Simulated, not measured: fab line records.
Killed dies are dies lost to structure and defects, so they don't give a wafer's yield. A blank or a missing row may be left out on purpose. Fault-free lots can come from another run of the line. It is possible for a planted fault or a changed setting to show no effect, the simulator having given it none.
Which tool did it? || flow n5 finfet || 72 wafers from 24 lots sampled at 4 of the route's 1938 steps

== WHAT EACH GAUGE READ, for each wafer ==
N5_BEOL_M8_INSPECT_30: inspects for defects (brightfield). Usual: raw defect count at 424, with a standard deviation of 110.
{"lot": "L075", "measured": "day 11 02:10", "on": "defect inspect-02", "raw defect count": "582 377 472", "flag": ""}
{"lot": "L074", "measured": "day 12 06:59", "on": "defect inspect-02", "raw defect count": "360 335 329", "flag": ""}
{"lot": "L076", "measured": "day 12 10:36", "on": "defect inspect-02", "raw defect count": "419 271 340", "flag": ""}
{"lot": "L077", "measured": "day 12 22:22", "on": "defect inspect-02", "raw defect count": "277 389 342", "flag": ""}
{"lot": "L078", "measured": "day 13 02:52", "on": "defect inspect-02", "raw defect count": "399 332 381", "flag": ""}
{"lot": "L083", "measured": "day 13 10:23", "on": "defect inspect-02", "raw defect count": "290 285 308", "flag": ""}
{"lot": "L079", "measured": "day 13 19:21", "on": "defect inspect-01", "raw defect count": "648 655 527", "flag": ""}
{"lot": "L081", "measured": "day 14 00:26", "on": "defect inspect-01", "raw defect count": "602 458 380", "flag": ""}
{"lot": "L084", "measured": "day 14 07:29", "on": "defect inspect-01", "raw defect count": "557 396 766", "flag": ""}
{"lot": "L082", "measured": "day 14 12:59", "on": "defect inspect-01", "raw defect count": "568 380 330", "flag": ""}
{"lot": "L085", "measured": "day 14 13:10", "on": "defect inspect-02", "raw defect count": "379 368 338", "flag": ""}
{"lot": "L080", "measured": "day 15 01:33", "on": "defect inspect-02", "raw defect count": "503 622 543", "flag": ""}
{"lot": "L087", "measured": "day 15 07:58", "on": "defect inspect-01", "raw defect count": "386 419 455", "flag": ""}
{"lot": "L086", "measured": "day 15 18:26", "on": "defect inspect-02", "raw defect count": "439 316 305", "flag": ""}
{"lot": "L088", "measured": "day 15 21:01", "on": "defect inspect-02", "raw defect count": "454 338 346", "flag": ""}
{"lot": "L089", "measured": "day 15 21:28", "on": "defect inspect-01", "raw defect count": "516 436 464", "flag": ""}
{"lot": "L093", "measured": "day 15 21:37", "on": "defect inspect-01", "raw defect count": "439 548 455", "flag": ""}
{"lot": "L090", "measured": "day 15 21:17", "on": "defect inspect-01", "raw defect count": "394 399 403", "flag": ""}
{"lot": "L092", "measured": "day 16 03:52", "on": "defect inspect-01", "raw defect count": "429 465 325", "flag": ""}
{"lot": "L091", "measured": "day 16 23:11", "on": "defect inspect-02", "raw defect count": "320 273 326", "flag": ""}
{"lot": "L094", "measured": "day 17 00:32", "on": "defect inspect-02", "raw defect count": "354 322 413", "flag": ""}
{"lot": "L095", "measured": "day 17 14:42", "on": "defect inspect-01", "raw defect count": "405 407 350", "flag": ""}
{"lot": "L097", "measured": "day 17 15:19", "on": "defect inspect-01", "raw defect count": "362 475 422", "flag": ""}
{"lot": "L096", "measured": "day 17 21:10", "on": "defect inspect-02", "raw defect count": "563 596 543", "flag": ""}

== TOOL THAT RAN EACH LOT (tool first, then ch and the chambers of the sampled wafers, then the start) ==
{"lot": "L075", "N5_BEOL_M8_CURE_74": "uv cure-03 ch 2, day 10 23:08", "N5_BEOL_M8_HM_OPEN_17": "rie metal-02 ch 0, day 11 00:56", "N5_BEOL_M8_STRIP_19": "rie diel-03 ch 0,3, day 11 01:08"}
{"lot": "L074", "N5_BEOL_M8_CURE_74": "uv cure-01 ch 1, day 12 02:41", "N5_BEOL_M8_HM_OPEN_17": "rie metal-01 ch 0,1, day 12 04:41", "N5_BEOL_M8_STRIP_19": "rie diel-01 ch 1,2,3, day 12 04:50"}
{"lot": "L076", "N5_BEOL_M8_CURE_74": "uv cure-02 ch 1, day 12 04:09", "N5_BEOL_M8_HM_OPEN_17": "rie metal-02 ch 0, day 12 08:58", "N5_BEOL_M8_STRIP_19": "rie diel-01 ch 0,1,2, day 12 09:10"}
{"lot": "L077", "N5_BEOL_M8_CURE_74": "uv cure-01 ch 2, day 12 15:26", "N5_BEOL_M8_HM_OPEN_17": "rie metal-01 ch 0,1, day 12 20:08", "N5_BEOL_M8_STRIP_19": "rie diel-01 ch 2,3, day 12 20:17"}
{"lot": "L078", "N5_BEOL_M8_CURE_74": "uv cure-01 ch 0, day 12 23:43", "N5_BEOL_M8_HM_OPEN_17": "rie metal-01 ch 1, day 13 01:25", "N5_BEOL_M8_STRIP_19": "rie diel-03 ch 0,2,3, day 13 01:38"}
{"lot": "L083", "N5_BEOL_M8_CURE_74": "uv cure-02 ch 2, day 13 02:32", "N5_BEOL_M8_HM_OPEN_17": "rie metal-02 ch 0,1, day 13 08:20", "N5_BEOL_M8_STRIP_19": "rie diel-03 ch 0,1,2, day 13 08:27"}
{"lot": "L079", "N5_BEOL_M8_CURE_74": "uv cure-03 ch 2, day 13 16:08", "N5_BEOL_M8_HM_OPEN_17": "rie metal-01 ch 0,1, day 13 18:44", "N5_BEOL_M8_STRIP_19": "rie diel-04 ch 1,2,3, day 13 18:53"}
{"lot": "L081", "N5_BEOL_M8_CURE_74": "uv cure-02 ch 0, day 13 21:26", "N5_BEOL_M8_HM_OPEN_17": "rie metal-01 ch 0,1, day 13 23:03", "N5_BEOL_M8_STRIP_19": "rie diel-04 ch 0,1,2, day 13 23:08"}
{"lot": "L084", "N5_BEOL_M8_CURE_74": "uv cure-02 ch 1, day 14 01:17", "N5_BEOL_M8_HM_OPEN_17": "rie metal-03 ch 0,1, day 14 04:11", "N5_BEOL_M8_STRIP_19": "rie diel-04 ch 0,1, day 14 04:22"}
{"lot": "L082", "N5_BEOL_M8_CURE_74": "uv cure-03 ch 0, day 14 05:59", "N5_BEOL_M8_HM_OPEN_17": "rie metal-01 ch 0,1, day 14 09:00", "N5_BEOL_M8_STRIP_19": "rie diel-04 ch 0,1, day 14 09:07"}
{"lot": "L085", "N5_BEOL_M8_CURE_74": "uv cure-03 ch 2, day 14 06:38", "N5_BEOL_M8_HM_OPEN_17": "rie metal-01 ch 0,1, day 14 09:24", "N5_BEOL_M8_STRIP_19": "rie diel-01 ch 1,2,3, day 14 09:31"}
{"lot": "L080", "N5_BEOL_M8_CURE_74": "uv cure-01 ch 0, day 14 17:02", "N5_BEOL_M8_HM_OPEN_17": "rie metal-01 ch 0,1, day 14 20:26", "N5_BEOL_M8_STRIP_19": "rie diel-04 ch 2,3, day 14 20:32"}
{"lot": "L087", "N5_BEOL_M8_CURE_74": "uv cure-01 ch 2, day 15 04:03", "N5_BEOL_M8_HM_OPEN_17": "rie metal-02 ch 0,1, day 15 07:04", "N5_BEOL_M8_STRIP_19": "rie diel-03 ch 0,1,2, day 15 07:13"}
{"lot": "L086", "N5_BEOL_M8_CURE_74": "uv cure-02 ch 0, day 15 14:49", "N5_BEOL_M8_HM_OPEN_17": "rie metal-03 ch 0,1, day 15 17:49", "N5_BEOL_M8_STRIP_19": "rie diel-03 ch 0,1,3, day 15 17:57"}
{"lot": "L088", "N5_BEOL_M8_CURE_74": "uv cure-03 ch 2, day 15 17:44", "N5_BEOL_M8_HM_OPEN_17": "rie metal-01 ch 0,1, day 15 19:40", "N5_BEOL_M8_STRIP_19": "rie diel-03 ch 2,3, day 15 19:45"}
{"lot": "L089", "N5_BEOL_M8_CURE_74": "uv cure-02 ch 0, day 15 17:44", "N5_BEOL_M8_HM_OPEN_17": "rie metal-03 ch 0,1, day 15 19:40", "N5_BEOL_M8_STRIP_19": "rie diel-04 ch 0,1, day 15 19:46"}
{"lot": "L093", "N5_BEOL_M8_CURE_74": "uv cure-01 ch 0, day 15 17:50", "N5_BEOL_M8_HM_OPEN_17": "rie metal-02 ch 0,1, day 15 19:46", "N5_BEOL_M8_STRIP_19": "rie diel-04 ch 0,1,3, day 15 19:53"}
{"lot": "L090", "N5_BEOL_M8_CURE_74": "uv cure-03 ch 2, day 15 18:03", "N5_BEOL_M8_HM_OPEN_17": "rie metal-01 ch 0, day 15 19:54", "N5_BEOL_M8_STRIP_19": "rie diel-04 ch 0,1,3, day 15 20:01"}
{"lot": "L092", "N5_BEOL_M8_CURE_74": "uv cure-02 ch 1, day 15 19:22", "N5_BEOL_M8_HM_OPEN_17": "rie metal-02 ch 0,1, day 15 22:44", "N5_BEOL_M8_STRIP_19": "rie diel-04 ch 0,1,2, day 15 22:49"}
{"lot": "L091", "N5_BEOL_M8_CURE_74": "uv cure-01 ch 1, day 16 16:06", "N5_BEOL_M8_HM_OPEN_17": "rie metal-02 ch 0,1, day 16 20:36", "N5_BEOL_M8_STRIP_19": "rie diel-04 ch 2,3, day 16 20:43"}
{"lot": "L094", "N5_BEOL_M8_CURE_74": "uv cure-03 ch 2, day 16 17:59", "N5_BEOL_M8_HM_OPEN_17": "rie metal-01 ch 0,1, day 16 20:52", "N5_BEOL_M8_STRIP_19": "rie diel-01 ch 1,2,3, day 16 20:58"}
{"lot": "L095", "N5_BEOL_M8_CURE_74": "uv cure-03 ch 2, day 17 11:20", "N5_BEOL_M8_HM_OPEN_17": "rie metal-02 ch 0,1, day 17 13:49", "N5_BEOL_M8_STRIP_19": "rie diel-01 ch 1,2,3, day 17 13:55"}
{"lot": "L097", "N5_BEOL_M8_CURE_74": "uv cure-02 ch 0, day 17 12:23", "N5_BEOL_M8_HM_OPEN_17": "rie metal-03 ch 0, day 17 14:43", "N5_BEOL_M8_STRIP_19": "rie diel-04 ch 0,1,2, day 17 14:50"}
{"lot": "L096", "N5_BEOL_M8_CURE_74": "uv cure-01 ch 1, day 17 16:11", "N5_BEOL_M8_HM_OPEN_17": "rie metal-02 ch 0,1, day 17 20:23", "N5_BEOL_M8_STRIP_19": "rie diel-03 ch 0,1,2, day 17 20:35"}
- N5_BEOL_M8_CURE_74: cures SiCOH lowk, time 240 s.
- N5_BEOL_M8_HM_OPEN_17: chemistry Cl2/BCl3, target TiN, target depth 20 nm, overetch 6 nm.
- N5_BEOL_M8_STRIP_19: strips in O2.

== WHAT THE TOOLS THEMSELVES READ (means of the sampled wafers that have a number; where no wafer has one, the mark that the record gives instead) ==
N5_BEOL_M8_CURE_74. Usual: lamp power pct 52.31 %, standard deviation 0.057; wafer_temp_C_max 387.0, standard deviation 0.98.
{"lot": "L075", "tool": "uv cure-03", "lamp power pct (%)": 52.34, "wafer_temp_C_max": 386.2, "flag": ""}
{"lot": "L074", "tool": "uv cure-01", "lamp power pct (%)": 52.30, "wafer_temp_C_max": 387.8, "flag": ""}
{"lot": "L076", "tool": "uv cure-02", "lamp power pct (%)": 52.37, "wafer_temp_C_max": 387.4, "flag": ""}
{"lot": "L077", "tool": "uv cure-01", "lamp power pct (%)": 52.32, "wafer_temp_C_max": 386.0, "flag": ""}
{"lot": "L078", "tool": "uv cure-01", "lamp power pct (%)": 52.27, "wafer_temp_C_max": 387.1, "flag": ""}
{"lot": "L083", "tool": "uv cure-02", "lamp power pct (%)": 52.31, "wafer_temp_C_max": 386.8, "flag": ""}
{"lot": "L079", "tool": "uv cure-03", "lamp power pct (%)": 52.32, "wafer_temp_C_max": 386.1, "flag": ""}
{"lot": "L081", "tool": "uv cure-02", "lamp power pct (%)": 52.33, "wafer_temp_C_max": 387.5, "flag": ""}
{"lot": "L084", "tool": "uv cure-02", "lamp power pct (%)": 52.30, "wafer_temp_C_max": 387.3, "flag": ""}
{"lot": "L082", "tool": "uv cure-03", "lamp power pct (%)": 52.33, "wafer_temp_C_max": 386.7, "flag": ""}
{"lot": "L085", "tool": "uv cure-03", "lamp power pct (%)": 52.35, "wafer_temp_C_max": 386.0, "flag": ""}
{"lot": "L080", "tool": "uv cure-01", "lamp power pct (%)": 52.24, "wafer_temp_C_max": 386.5, "flag": ""}
{"lot": "L087", "tool": "uv cure-01", "lamp power pct (%)": 52.31, "wafer_temp_C_max": 386.0, "flag": ""}
{"lot": "L086", "tool": "uv cure-02", "lamp power pct (%)": 52.32, "wafer_temp_C_max": 387.9, "flag": ""}
{"lot": "L088", "tool": "uv cure-03", "lamp power pct (%)": 52.35, "wafer_temp_C_max": 386.2, "flag": ""}
{"lot": "L089", "tool": "uv cure-02", "lamp power pct (%)": 52.24, "wafer_temp_C_max": 388.0, "flag": ""}
{"lot": "L093", "tool": "uv cure-01", "lamp power pct (%)": 52.28, "wafer_temp_C_max": 386.7, "flag": ""}
{"lot": "L090", "tool": "uv cure-03", "lamp power pct (%)": 52.33, "wafer_temp_C_max": 386.1, "flag": ""}
{"lot": "L092", "tool": "uv cure-02", "lamp power pct (%)": 52.30, "wafer_temp_C_max": 387.5, "flag": ""}
{"lot": "L091", "tool": "uv cure-01", "lamp power pct (%)": 52.33, "wafer_temp_C_max": 388.8, "flag": ""}
{"lot": "L094", "tool": "uv cure-03", "lamp power pct (%)": 52.32, "wafer_temp_C_max": 386.2, "flag": ""}
{"lot": "L095", "tool": "uv cure-03", "lamp power pct (%)": 52.36, "wafer_temp_C_max": 386.3, "flag": ""}
{"lot": "L097", "tool": "uv cure-02", "lamp power pct (%)": 52.31, "wafer_temp_C_max": 388.1, "flag": ""}
{"lot": "L096", "tool": "uv cure-01", "lamp power pct (%)": 52.38, "wafer_temp_C_max": 388.2, "flag": ""}

N5_BEOL_M8_HM_OPEN_17. Usual: bcl3 flow sccm 21.75 sccm, standard deviation 0.055; drypump motor current A 5.8 A, standard deviation 0.51; oes product au 0.66 a.u., standard deviation 0.076; throttle valve pct 22.01 %, standard deviation 0.18.
{"lot": "L075", "tool": "rie metal-02", "bcl3 flow sccm (sccm)": 21.71, "drypump motor current A (A)": 6.2, "oes product au (a.u.)": 0.65, "throttle valve pct (%)": 21.96, "flag": ""}
{"lot": "L074", "tool": "rie metal-01", "bcl3 flow sccm (sccm)": 21.76, "drypump motor current A (A)": 5.5, "oes product au (a.u.)": 0.62, "throttle valve pct (%)": 22.10, "flag": ""}
{"lot": "L076", "tool": "rie metal-02", "bcl3 flow sccm (sccm)": 21.76, "drypump motor current A (A)": 6.2, "oes product au (a.u.)": 0.64, "throttle valve pct (%)": 21.96, "flag": ""}
{"lot": "L077", "tool": "rie metal-01", "bcl3 flow sccm (sccm)": 21.72, "drypump motor current A (A)": 5.8, "oes product au (a.u.)": 0.68, "throttle valve pct (%)": 22.01, "flag": ""}
{"lot": "L078", "tool": "rie metal-01", "bcl3 flow sccm (sccm)": 21.70, "drypump motor current A (A)": 5.2, "oes product au (a.u.)": 0.55, "throttle valve pct (%)": 22.20, "flag": ""}
{"lot": "L083", "tool": "rie metal-02", "bcl3 flow sccm (sccm)": 21.74, "drypump motor current A (A)": 6.2, "oes product au (a.u.)": 0.64, "throttle valve pct (%)": 21.94, "flag": ""}
{"lot": "L079", "tool": "rie metal-01", "bcl3 flow sccm (sccm)": 21.79, "drypump motor current A (A)": 5.8, "oes product au (a.u.)": 0.67, "throttle valve pct (%)": 22.03, "flag": ""}
{"lot": "L081", "tool": "rie metal-01", "bcl3 flow sccm (sccm)": 21.76, "drypump motor current A (A)": 5.5, "oes product au (a.u.)": 0.60, "throttle valve pct (%)": 22.12, "flag": ""}
{"lot": "L084", "tool": "rie metal-03", "bcl3 flow sccm (sccm)": 21.67, "drypump motor current A (A)": 5.1, "oes product au (a.u.)": 0.72, "throttle valve pct (%)": 21.93, "flag": ""}
{"lot": "L082", "tool": "rie metal-01", "bcl3 flow sccm (sccm)": 21.75, "drypump motor current A (A)": 5.8, "oes product au (a.u.)": 0.66, "throttle valve pct (%)": 22.03, "flag": ""}
{"lot": "L085", "tool": "rie metal-01", "bcl3 flow sccm (sccm)": 21.77, "drypump motor current A (A)": 5.8, "oes product au (a.u.)": 0.66, "throttle valve pct (%)": 22.03, "flag": ""}
{"lot": "L080", "tool": "rie metal-01", "bcl3 flow sccm (sccm)": 21.75, "drypump motor current A (A)": 5.5, "oes product au (a.u.)": 0.60, "throttle valve pct (%)": 22.11, "flag": ""}
{"lot": "L087", "tool": "rie metal-02", "bcl3 flow sccm (sccm)": 21.76, "drypump motor current A (A)": 6.2, "oes product au (a.u.)": 0.63, "throttle valve pct (%)": 21.96, "flag": ""}
{"lot": "L086", "tool": "rie metal-03", "bcl3 flow sccm (sccm)": 21.78, "drypump motor current A (A)": 5.1, "oes product au (a.u.)": 0.73, "throttle valve pct (%)": 21.93, "flag": ""}
{"lot": "L088", "tool": "rie metal-01", "bcl3 flow sccm (sccm)": 21.77, "drypump motor current A (A)": 5.5, "oes product au (a.u.)": 0.79, "throttle valve pct (%)": 21.96, "flag": ""}
{"lot": "L089", "tool": "rie metal-03", "bcl3 flow sccm (sccm)": 21.73, "drypump motor current A (A)": 5.3, "oes product au (a.u.)": 0.72, "throttle valve pct (%)": 22.17, "flag": ""}
{"lot": "L093", "tool": "rie metal-02", "bcl3 flow sccm (sccm)": 21.79, "drypump motor current A (A)": 6.2, "oes product au (a.u.)": 0.62, "throttle valve pct (%)": 21.97, "flag": ""}
{"lot": "L090", "tool": "rie metal-01", "bcl3 flow sccm (sccm)": 21.79, "drypump motor current A (A)": 6.1, "oes product au (a.u.)": 0.71, "throttle valve pct (%)": 21.94, "flag": ""}
{"lot": "L092", "tool": "rie metal-02", "bcl3 flow sccm (sccm)": 21.75, "drypump motor current A (A)": 6.2, "oes product au (a.u.)": 0.63, "throttle valve pct (%)": 21.94, "flag": ""}
{"lot": "L091", "tool": "rie metal-02", "bcl3 flow sccm (sccm)": 21.74, "drypump motor current A (A)": 6.2, "oes product au (a.u.)": 0.62, "throttle valve pct (%)": 21.96, "flag": ""}
{"lot": "L094", "tool": "rie metal-01", "bcl3 flow sccm (sccm)": 21.68, "drypump motor current A (A)": 5.5, "oes product au (a.u.)": 0.76, "throttle valve pct (%)": 21.98, "flag": ""}
{"lot": "L095", "tool": "rie metal-02", "bcl3 flow sccm (sccm)": 21.74, "drypump motor current A (A)": 6.2, "oes product au (a.u.)": 0.62, "throttle valve pct (%)": 21.94, "flag": ""}
{"lot": "L097", "tool": "rie metal-03", "bcl3 flow sccm (sccm)": 21.67, "drypump motor current A (A)": 4.9, "oes product au (a.u.)": 0.72, "throttle valve pct (%)": 21.68, "flag": ""}
{"lot": "L096", "tool": "rie metal-02", "bcl3 flow sccm (sccm)": 21.72, "drypump motor current A (A)": 6.2, "oes product au (a.u.)": 0.62, "throttle valve pct (%)": 21.95, "flag": ""}

N5_BEOL_M8_STRIP_19. Usual: drypump motor current A 5.8 A, standard deviation 0.51; oes product au 0.82 a.u., standard deviation 0.11; rf vpp V 3.6 V, standard deviation 0.57; showerhead plenum p Torr 2.12 Torr, standard deviation 0.073; throttle valve pct 16.68 %, standard deviation 0.26.
{"lot": "L075", "tool": "rie diel-03", "drypump motor current A (A)": 5.8, "oes product au (a.u.)": 0.73, "rf vpp V (V)": 3.8, "showerhead plenum p Torr (Torr)": 2.08, "throttle valve pct (%)": 16.49, "flag": ""}
{"lot": "L074", "tool": "rie diel-01", "drypump motor current A (A)": 5.8, "oes product au (a.u.)": 0.81, "rf vpp V (V)": 3.5, "showerhead plenum p Torr (Torr)": 2.08, "throttle valve pct (%)": 16.71, "flag": ""}
{"lot": "L076", "tool": "rie diel-01", "drypump motor current A (A)": 5.9, "oes product au (a.u.)": 0.86, "rf vpp V (V)": 3.3, "showerhead plenum p Torr (Torr)": 2.07, "throttle valve pct (%)": 16.58, "flag": ""}
{"lot": "L077", "tool": "rie diel-01", "drypump motor current A (A)": 5.4, "oes product au (a.u.)": 0.78, "rf vpp V (V)": 3.4, "showerhead plenum p Torr (Torr)": 2.10, "throttle valve pct (%)": 16.89, "flag": ""}
{"lot": "L078", "tool": "rie diel-03", "drypump motor current A (A)": 6.0, "oes product au (a.u.)": 0.78, "rf vpp V (V)": 3.3, "showerhead plenum p Torr (Torr)": 2.10, "throttle valve pct (%)": 16.47, "flag": ""}
{"lot": "L083", "tool": "rie diel-03", "drypump motor current A (A)": 5.5, "oes product au (a.u.)": 0.82, "rf vpp V (V)": 2.7, "showerhead plenum p Torr (Torr)": 2.14, "throttle valve pct (%)": 16.52, "flag": ""}
{"lot": "L079", "tool": "rie diel-04", "drypump motor current A (A)": 5.8, "oes product au (a.u.)": 0.81, "rf vpp V (V)": 4.0, "showerhead plenum p Torr (Torr)": 2.17, "throttle valve pct (%)": 16.77, "flag": ""}
{"lot": "L081", "tool": "rie diel-04", "drypump motor current A (A)": 5.8, "oes product au (a.u.)": 0.80, "rf vpp V (V)": 3.8, "showerhead plenum p Torr (Torr)": 2.11, "throttle valve pct (%)": 16.89, "flag": ""}
{"lot": "L084", "tool": "rie diel-04", "drypump motor current A (A)": 6.0, "oes product au (a.u.)": 0.73, "rf vpp V (V)": 3.7, "showerhead plenum p Torr (Torr)": 2.06, "throttle valve pct (%)": 17.05, "flag": ""}
{"lot": "L082", "tool": "rie diel-04", "drypump motor current A (A)": 6.1, "oes product au (a.u.)": 0.72, "rf vpp V (V)": 3.4, "showerhead plenum p Torr (Torr)": 2.06, "throttle valve pct (%)": 17.06, "flag": ""}
{"lot": "L085", "tool": "rie diel-01", "drypump motor current A (A)": 5.8, "oes product au (a.u.)": 0.78, "rf vpp V (V)": 3.5, "showerhead plenum p Torr (Torr)": 2.08, "throttle valve pct (%)": 16.75, "flag": ""}
{"lot": "L080", "tool": "rie diel-04", "drypump motor current A (A)": 5.5, "oes product au (a.u.)": 0.96, "rf vpp V (V)": 3.6, "showerhead plenum p Torr (Torr)": 2.21, "throttle valve pct (%)": 16.46, "flag": ""}
{"lot": "L087", "tool": "rie diel-03", "drypump motor current A (A)": 5.5, "oes product au (a.u.)": 0.80, "rf vpp V (V)": 3.2, "showerhead plenum p Torr (Torr)": 2.13, "throttle valve pct (%)": 16.55, "flag": ""}
{"lot": "L086", "tool": "rie diel-03", "drypump motor current A (A)": 5.4, "oes product au (a.u.)": 0.72, "rf vpp V (V)": 3.6, "showerhead plenum p Torr (Torr)": 2.11, "throttle valve pct (%)": 16.59, "flag": ""}
{"lot": "L088", "tool": "rie diel-03", "drypump motor current A (A)": 6.4, "oes product au (a.u.)": 0.83, "rf vpp V (V)": 3.8, "showerhead plenum p Torr (Torr)": 2.12, "throttle valve pct (%)": 16.55, "flag": ""}
{"lot": "L089", "tool": "rie diel-04", "drypump motor current A (A)": 5.9, "oes product au (a.u.)": 0.88, "rf vpp V (V)": 4.0, "showerhead plenum p Torr (Torr)": 2.19, "throttle valve pct (%)": 16.72, "flag": ""}
{"lot": "L093", "tool": "rie diel-04", "drypump motor current A (A)": 6.0, "oes product au (a.u.)": 0.88, "rf vpp V (V)": 3.9, "showerhead plenum p Torr (Torr)": 2.16, "throttle valve pct (%)": 16.63, "flag": ""}
{"lot": "L090", "tool": "rie diel-04", "drypump motor current A (A)": 6.0, "oes product au (a.u.)": 0.88, "rf vpp V (V)": 3.7, "showerhead plenum p Torr (Torr)": 2.16, "throttle valve pct (%)": 16.64, "flag": ""}
{"lot": "L092", "tool": "rie diel-04", "drypump motor current A (A)": 5.8, "oes product au (a.u.)": 0.87, "rf vpp V (V)": 3.7, "showerhead plenum p Torr (Torr)": 2.19, "throttle valve pct (%)": 16.75, "flag": ""}
{"lot": "L091", "tool": "rie diel-04", "drypump motor current A (A)": 5.8, "oes product au (a.u.)": 0.91, "rf vpp V (V)": 3.4, "showerhead plenum p Torr (Torr)": 2.18, "throttle valve pct (%)": 16.40, "flag": ""}
{"lot": "L094", "tool": "rie diel-01", "drypump motor current A (A)": 5.8, "oes product au (a.u.)": 0.87, "rf vpp V (V)": 3.3, "showerhead plenum p Torr (Torr)": 2.07, "throttle valve pct (%)": 16.63, "flag": ""}
{"lot": "L095", "tool": "rie diel-01", "drypump motor current A (A)": 5.8, "oes product au (a.u.)": 0.86, "rf vpp V (V)": 3.4, "showerhead plenum p Torr (Torr)": 2.07, "throttle valve pct (%)": 16.65, "flag": ""}
{"lot": "L097", "tool": "rie diel-04", "drypump motor current A (A)": 5.8, "oes product au (a.u.)": 0.85, "rf vpp V (V)": 4.2, "showerhead plenum p Torr (Torr)": 2.18, "throttle valve pct (%)": 16.78, "flag": ""}
{"lot": "L096", "tool": "rie diel-03", "drypump motor current A (A)": 5.5, "oes product au (a.u.)": 0.77, "rf vpp V (V)": 3.5, "showerhead plenum p Torr (Torr)": 2.12, "throttle valve pct (%)": 16.59, "flag": ""}

== THE ANSWER, worked out from the rows above alone ==
Rule: a lot counts as off when the mean over its wafers that have a number is more than 3 standard deviations away from the usual mean. A lot without any number at a reading at which 4 lots or more have one is off too. The other lots that the step has rows for count as sound. First the gauges in route order, then the tools' own readings, where a lot's mean is used as printed above. At the first step where some lot is off, the reading lying furthest off is the one used; lots without a number count as furthest.
No lot is off at any reading shown: from this, nothing can be told.

== WHAT HAD BEEN PUT IN BY THE SIMULATOR ==
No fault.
